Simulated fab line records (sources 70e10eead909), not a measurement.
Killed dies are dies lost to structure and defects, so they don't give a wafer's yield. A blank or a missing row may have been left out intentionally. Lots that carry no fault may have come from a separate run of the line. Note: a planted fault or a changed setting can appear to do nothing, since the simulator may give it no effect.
fab line records	flow nandHarc
record lots=6	wafers=18	lastDay=33
route steps=1302 shown A_CONTACT@1045
lots that met no fault: from a run of the same line without faults
startH: start of the lot's first displayed wafer, in hours after the record's first day	waitH: time in hours since the lot's previous step	" unchanged from the row above	L1.1+2: several wafers, shown together as one row	- value missing, or start not given	* or withheld: withheld	< > ~ a bound
route shown NAME@n: NAME is a module with steps in the file, n the number in the route of the first one	usual: average and standard deviation across the fault-free wafers	same: alike in all rows	chamber/n: place in a boat	sites: readings site by site	_std_site: standard deviation across them	_edge_site: the outer-site mean with the inner-site mean subtracted	radiusMm: how far each site lies from the wafer's centre	mask NAME#n: copy n	behind: the tool/chamber that last shaped the wafer	hold: what put the lot on hold/how long, in hours/how the hold closed	device: the transistor (n, p or np) that didn't switch	end of line: the same wafers' tests at the end of the route	for a step that has no rows: nothing shown but its recipe	killed: not the wafer's yield, but the dies lost to structure and defects at the first sort	map: a wafer's dies, x killed, . not, _ none there
set.NAME: the run value of the setting; set.NAME@STEP: its run value at that earlier step	model.NAME: the simulator's own value behind a step, which no gauge read
lots at selected steps of the route; one table per step, one row per wafer
services: from which hour (startH, from the record's first day; less than 0 if before it) a tool's chamber was out of use, for how many hours, and why
## steps
# step NHARC_A_CONTACT_ETCH_77
# recipe targetDepthA=1089	timeS=54.5	cf4FlowSccm=100	chf3FlowSccm=30	arFlowSccm=0	rfW=500	biasW=200	chemistry=CF4/CHF3
# step NHARC_A_CONTACT_ETCH_78
# recipe targetDepthA=53000	overEtchFrac=0.3	timeS=1378	ionEnergyEv=150	o2FlowSccm=400	cosFlowSccm=20	arFlowSccm=0	rfW=500	biasW=300	chemistry=O2/COS
# usual chamberPressureMTorr=20.001/0.016	drypumpMotorCurrentA=6.0/0.46	o2FlowSccm=400.0/1.1	oesProductAu=0.997/0.01	rfVppV=313.6/1.7	showerheadPlenumPTorr=3.07/0.097	throttleValvePct=28.331/0.0093
lot.wafer	tool	chamber	startH	waitH	chamberPressureMTorr	drypumpMotorCurrentA	o2FlowSccm	oesProductAu	rfHoursCounterH	rfVppV	showerheadPlenumPTorr	throttleValvePct
L506.4	rieDiel-08	3	-	-	20.013	6.5	399.8	1.008	25	314.5	3.08	28.321
L506.2	"	1	"	"	20.005	6.6	401.1	0.985	20	313.9	3.08	28.327
L506.6	"	0	"	"	19.985	5.6	399.3	0.996	-	313.4	3.03	28.328
L509.4	rieDiel-08	1	-	-	19.983	6.6	399.2	0.995	27	315.3	3.07	28.342
L509.1	"	0	"	"	20.004	5.6	400.8	1.015	31	313.3	3.03	28.328
L509.5	"	2	"	"	20.009	5.7	398.4	0.977	-	314.0	3.02	28.354
L512.1	rieDiel-08	3	-	-	20.025	6.5	399.4	0.991	3	312.9	3.08	28.329
L512.4	"	0	"	"	19.983	5.6	400.5	1.000	2	313.4	3.03	28.335
L512.2	"	1	"	"	19.979	6.6	399.8	0.993	2	312.0	3.07	28.326
L524.1	rieDiel-01	0	-	-	19.993	5.7	398.6	0.999	34	315.0	3.12	28.333
L524.4	"	1	"	"	19.992	5.6	400.0	1.006	25	314.8	3.21	28.323
L524.6	"	3	"	"	19.996	5.8	398.7	0.993	-	312.5	2.92	28.330
L526.1	rieDiel-01	2	-	-	20.000	5.9	401.8	0.999	42	312.2	3.05	28.328
L526.4	"	3	"	"	19.987	5.8	399.0	1.007	45	310.2	2.92	28.336
L526.6	"	3	"	"	19.986	5.8	399.5	1.006	-	311.0	2.92	28.327
L528.4	rieDiel-08	1	-	-	20.000	6.6	400.0	1.004	0	313.0	3.06	28.321
L528.3	"	2	"	"	19.990	5.7	400.5	0.997	1	312.0	3.01	28.327
L528.1	"	0	"	"	20.012	5.6	399.8	0.995	0	311.3	3.01	28.336
# step NHARC_A_CONTACT_ETCH_124
# recipe sourceW=withheld	pressureMtorr=20	biasV=withheld	timeS=140	targetDepthA=7000	arFlowSccm=withheld	c4f8FlowSccm=withheld	o2FlowSccm=withheld	chemistry=C4F8/O2/Ar
# step NHARC_A_CONTACT_ETCH_125
# recipe sourceW=withheld	pressureMtorr=20	biasV=3000	timeS=197	targetDepthA=19180	arFlowSccm=withheld	c4f8FlowSccm=withheld	o2FlowSccm=withheld	chemistry=C4F8/O2/Ar
# usual chamberPressureMTorr=20.000/0.018
lot.wafer	tool	chamber	startH	waitH	chamberPressureMTorr	rfHoursCounterH
L506.2	harCapEtch-02	1	505.12	0.2	19.994	85
L506.4	"	1	"	"	20.005	-
L506.6	"	1	"	"	19.997	-
L509.1	harCapEtch-02	0	543.52	0.2	19.984	91
L509.4	"	0	"	"	20.006	-
L509.5	"	1	"	"	20.027	-
L512.2	harCapEtch-01	1	562.74	0.2	20.002	9
L512.1	"	0	"	"	19.986	9
L512.4	"	1	"	"	19.991	-
L524.1	harCapEtch-02	0	690.38	0.2	20.020	118
L524.4	"	0	"	"	20.029	-
L524.6	"	0	"	"	20.012	-
L526.1	harCapEtch-01	0	709.83	0.2	20.002	34
L526.4	"	1	"	"	20.012	-
L526.6	"	0	"	"	19.980	-
L528.1	harCapEtch-03	1	734.93	0.2	20.018	83
L528.3	"	0	"	"	20.002	-
L528.4	"	1	"	"	19.990	-
# step NHARC_A_CONTACT_ETCH_126
# recipe sourceW=withheld	pressureMtorr=20	biasV=3000	timeS=197	targetDepthA=19180	arFlowSccm=withheld	c4f8FlowSccm=withheld	o2FlowSccm=withheld	chemistry=C4F8/O2/Ar
# usual chamberPressureMTorr=20.001/0.017
lot.wafer	tool	chamber	startH	waitH	chamberPressureMTorr	rfHoursCounterH
L506.2	harCapEtch-02	1	505.29	0.1	19.989	85
L506.4	"	1	"	"	19.979	-
L506.6	"	1	"	"	20.005	-
L509.1	harCapEtch-02	0	543.70	0.1	20.006	91
L509.4	"	0	"	"	19.987	-
L509.5	"	1	"	"	20.021	-
L512.2	harCapEtch-01	1	562.91	0.1	20.019	9
L512.1	"	0	"	"	19.989	9
L512.4	"	1	"	"	20.012	-
L524.1	harCapEtch-02	0	690.56	0.1	19.994	118
L524.4	"	0	"	"	20.023	-
L524.6	"	0	"	"	20.009	-
L526.1	harCapEtch-01	0	710.01	0.1	20.034	34
L526.4	"	1	"	"	19.988	-
L526.6	"	0	"	"	19.987	-
L528.1	harCapEtch-03	1	735.11	0.1	19.992	83
L528.3	"	0	"	"	20.005	-
L528.4	"	1	"	"	20.006	-
# step NHARC_A_CONTACT_ETCH_127
# recipe sourceW=withheld	pressureMtorr=20	biasV=3000	timeS=197	targetDepthA=19180	arFlowSccm=withheld	c4f8FlowSccm=withheld	o2FlowSccm=withheld	chemistry=C4F8/O2/Ar
# step NHARC_A_CONTACT_ETCH_128
# recipe sourceW=withheld	pressureMtorr=20	biasV=3000	timeS=197	targetDepthA=19180	arFlowSccm=withheld	c4f8FlowSccm=withheld	o2FlowSccm=withheld	chemistry=C4F8/O2/Ar
# step NHARC_A_CONTACT_ETCH_129
# recipe sourceW=withheld	pressureMtorr=20	biasV=3000	timeS=197	targetDepthA=19180	arFlowSccm=withheld	c4f8FlowSccm=withheld	o2FlowSccm=withheld	chemistry=C4F8/O2/Ar
# step NHARC_A_CONTACT_ETCH_130
# recipe sourceW=withheld	pressureMtorr=20	biasV=3000	timeS=197	targetDepthA=19180	arFlowSccm=withheld	c4f8FlowSccm=withheld	o2FlowSccm=withheld	chemistry=C4F8/O2/Ar
# usual chamberPressureMTorr=20.000/0.016
lot.wafer	tool	chamber	startH	waitH	chamberPressureMTorr	rfHoursCounterH
L506.2	harCapEtch-02	1	506.01	0.1	19.992	86
L506.4	"	1	"	"	20.025	-
L506.6	"	1	"	"	20.004	-
L509.1	harCapEtch-02	0	544.40	0.1	20.004	92
L509.4	"	0	"	"	20.022	-
L509.5	"	1	"	"	19.979	-
L512.2	harCapEtch-01	1	563.62	0.1	19.966	10
L512.1	"	0	"	"	20.012	10
L512.4	"	1	"	"	20.033	-
L524.1	harCapEtch-02	0	691.27	0.1	20.000	118
L524.4	"	0	"	"	19.980	-
L524.6	"	0	"	"	20.013	-
L526.1	harCapEtch-01	0	710.71	0.1	19.988	35
L526.4	"	1	"	"	19.981	-
L526.6	"	0	"	"	20.025	-
L528.1	harCapEtch-03	1	735.94	0.2	20.007	84
L528.3	"	0	"	"	19.986	-
L528.4	"	1	"	"	20.004	-
# step NHARC_A_CONTACT_ETCH_131
# recipe sourceW=withheld	pressureMtorr=20	biasV=3000	timeS=197	targetDepthA=19180	arFlowSccm=withheld	c4f8FlowSccm=withheld	o2FlowSccm=withheld	chemistry=C4F8/O2/Ar
# step NHARC_A_CONTACT_ETCH_132
# recipe sourceW=withheld	pressureMtorr=20	biasV=3000	timeS=197	targetDepthA=19240	arFlowSccm=withheld	c4f8FlowSccm=withheld	o2FlowSccm=withheld	chemistry=C4F8/O2/Ar
# step NHARC_A_CONTACT_ETCH_133
# recipe sourceW=withheld	pressureMtorr=20	biasV=400	timeS=374	targetDepthA=16100	arFlowSccm=withheld	c4f8FlowSccm=11.5	o2FlowSccm=7.2	chemistry=C4F8/O2/Ar
# step NHARC_A_CONTACT_ETCH_91
# recipe targetDepthA=400	overEtchFrac=0.5	timeS=85.7	ionEnergyEv=120	ch3fFlowSccm=50	o2FlowSccm=30	arFlowSccm=200	rfW=500	biasW=100	chemistry=CH3F/O2
# usual ch3fFlowSccm=50.02/0.13	chamberPressureMTorr=25.001/0.023	drypumpMotorCurrentA=5.9/0.5	o2FlowSccm=30.01/0.085	oesProductAu=0.94/0.032	rfVppV=244.3/1.6	showerheadPlenumPTorr=2.45/0.099	throttleValvePct=20.664/0.0085
lot.wafer	tool	chamber	startH	waitH	ch3fFlowSccm	chamberPressureMTorr	drypumpMotorCurrentA	o2FlowSccm	oesProductAu	rfHoursCounterH	rfVppV	showerheadPlenumPTorr	throttleValvePct
L506.4	rieDiel-08	0	507.28	0.5	50.01	25.028	5.6	29.93	0.93	24	243.7	2.39	20.659
L506.2	"	3	"	"	49.94	24.981	6.4	30.08	0.93	26	242.4	2.43	20.661
L506.6	"	1	"	"	49.89	25.046	6.6	30.05	0.92	-	242.8	2.42	20.666
L509.1	rieDiel-04	1	545.69	0.6	49.58	25.035	5.8	29.92	1.00	0	243.9	2.42	20.662
L509.4	"	3	"	"	50.05	24.958	5.5	30.06	1.00	0	247.1	2.66	20.666
L509.5	"	1	"	"	49.92	25.012	5.8	29.89	1.00	-	245.2	2.42	20.662
L512.4	rieDiel-08	0	564.92	0.6	50.26	24.999	5.6	29.82	0.93	2	243.8	2.38	20.669
L512.1	"	1	"	"	50.15	24.997	6.6	30.02	0.90	2	244.5	2.42	20.662
L512.2	"	2	"	"	49.96	24.991	5.7	30.11	0.91	3	243.4	2.38	20.656
L524.1	rieDiel-08	0	692.59	0.7	49.77	24.950	5.6	29.96	0.81	27	242.6	2.37	20.658
L524.4	"	1	"	"	50.20	25.000	6.7	29.99	0.80	25	242.9	2.41	20.662
L524.6	"	2	"	"	50.33	24.965	5.7	30.00	0.80	-	241.9	2.37	20.655
L526.1	rieDiel-08	3	712.07	0.8	49.99	25.029	6.5	30.07	0.76	29	243.1	2.41	20.672
L526.6	"	0	"	"	50.05	25.034	5.6	30.03	0.76	-	243.9	2.37	20.638
L526.4	"	3	"	"	50.05	24.992	6.5	30.01	0.77	-	243.9	2.41	20.657
L528.3	rieDiel-04	3	737.54	0.6	50.00	25.005	5.5	29.89	0.92	8	246.5	2.63	20.654
L528.1	"	1	"	"	49.87	24.997	5.8	29.94	0.92	8	244.5	2.39	20.659
L528.4	"	3	"	"	50.01	24.971	5.5	29.91	0.93	-	245.6	2.63	20.672
# step NHARC_A_CONTACT_ETCH_97
# recipe targetDepthA=200	overEtchFrac=0.5	timeS=10	ionEnergyEv=250	c4f6FlowSccm=25	o2FlowSccm=20	arFlowSccm=500	rfW=600	biasW=500	chemistry=C4F6/O2
# usual chamberPressureMTorr=29.997/0.028	drypumpMotorCurrentA=5.9/0.49	o2FlowSccm=19.98/0.06	oesProductAu=0.960/0.024	rfVppV=547/3.1	showerheadPlenumPTorr=3.91/0.15	throttleValvePct=26.903/0.0085
lot.wafer	tool	chamber	startH	waitH	chamberPressureMTorr	drypumpMotorCurrentA	o2FlowSccm	oesProductAu	rfHoursCounterH	rfVppV	showerheadPlenumPTorr	throttleValvePct
L506.4	rieDiel-08	2	-	-	29.985	5.7	19.99	0.933	25	546	3.81	26.899
L506.2	"	3	"	"	29.996	6.5	19.98	0.960	26	545	3.88	26.892
L506.6	"	2	"	"	30.023	5.7	19.97	0.938	-	546	3.81	26.903
L509.1	rieDiel-04	1	-	-	29.955	5.7	20.01	1.001	0	546	3.86	26.899
L509.4	"	2	"	"	30.000	5.1	19.89	1.005	0	553	4.16	26.908
L509.5	"	0	"	"	30.002	6.7	20.01	1.007	-	551	4.19	26.918
L512.1	rieDiel-08	3	-	-	30.008	6.5	19.98	0.943	4	545	3.87	26.905
L512.4	"	0	"	"	30.032	5.6	19.95	0.955	2	545	3.81	26.889
L512.2	"	1	"	"	30.025	6.6	20.05	0.945	2	546	3.86	26.895
L524.4	rieDiel-08	2	-	-	30.014	5.7	19.94	0.983	25	543	3.79	26.903
L524.1	"	0	"	"	29.988	5.6	19.96	1.003	27	544	3.79	26.909
L524.6	"	1	"	"	30.014	6.6	19.93	1.002	-	544	3.85	26.896
L526.1	rieDiel-08	0	712.20	0.1	30.054	5.6	19.96	0.962	30	545	3.79	26.892
L526.4	"	0	"	"	30.009	5.6	20.07	0.956	-	545	3.79	26.902
L526.6	"	2	"	"	29.992	5.7	19.90	0.928	-	544	3.79	26.900
L528.1	rieDiel-04	3	737.71	0.1	30.019	5.5	19.94	0.956	8	551	4.18	26.901
L528.3	"	1	"	"	29.969	5.8	19.96	0.967	8	544	3.82	26.904
L528.4	"	1	"	"	29.960	5.8	19.95	0.971	-	545	3.82	26.883
## services
tool	chamber	startH	hours	kind
rieDiel-04	-	486.02	0.6	repair
harCapEtch-02	-	489.05	0.5	repair
harCapEtch-01	-	497.00	17.0	pm
rieDiel-08	0	499.88	-	clean
rieDiel-08	1	499.88	-	clean
rieDiel-08	2	499.88	-	clean
rieDiel-08	3	499.88	-	clean
rieDiel-08	0	524.38	-	clean
rieDiel-08	1	524.38	-	clean
rieDiel-08	2	524.38	-	clean
rieDiel-08	3	524.38	-	clean
rieDiel-04	-	535.83	9.0	pm
rieDiel-08	-	545.31	9.0	pm
rieDiel-08	0	545.31	9.0	ventCycle
rieDiel-08	1	545.31	9.0	ventCycle
rieDiel-08	2	545.31	9.0	ventCycle
rieDiel-01	1	558.22	4.2	repair
rieDiel-01	-	560.99	9.0	pm
rieDiel-04	2	634.37	5.1	repair
rieDiel-01	1	646.94	11.9	repair
harCapEtch-01	-	659.85	12.3	repair
rieDiel-08	1	709.58	7.9	repair
rieDiel-04	-	712.83	9.0	pm
rieDiel-08	-	722.31	9.0	pm
## key
firstSign step=NHARC_A_CONTACT_ETCH_91	reading=oesProductAu	direction=down	sigmas=5	usual=0.94	struck=0.78
effect none on later readings
metAt NHARC_A_CONTACT_ETCH_91
struckWafers L524.1,L524.4,L524.6,L526.1,L526.4,L526.6
sortLeftOut L524.1,L524.4,L524.6,L526.1,L526.4,L526.6
testerLeftOut L524,L526
onsetBetween 564.92 692.59
fault kind=processParameterDrift	tool=rieDiel-08	chamber=-	onsetH=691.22	steps=NHARC_A_CONTACT_ETCH_91	channel=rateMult	offset=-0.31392	shape=step	endH=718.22
# testerLeftOut: of these lots the tester's yield and bins aren't shown, on N5 and GAA mostly nor the transistor test; their killed dies are dies lost to structure and defects alone, not to doping, threshold or leakage, so they don't give the yield
# sortLeftOut: the simulated sort isn't trusted on such a fault, so these wafers' sort isn't shown, and their yield isn't known
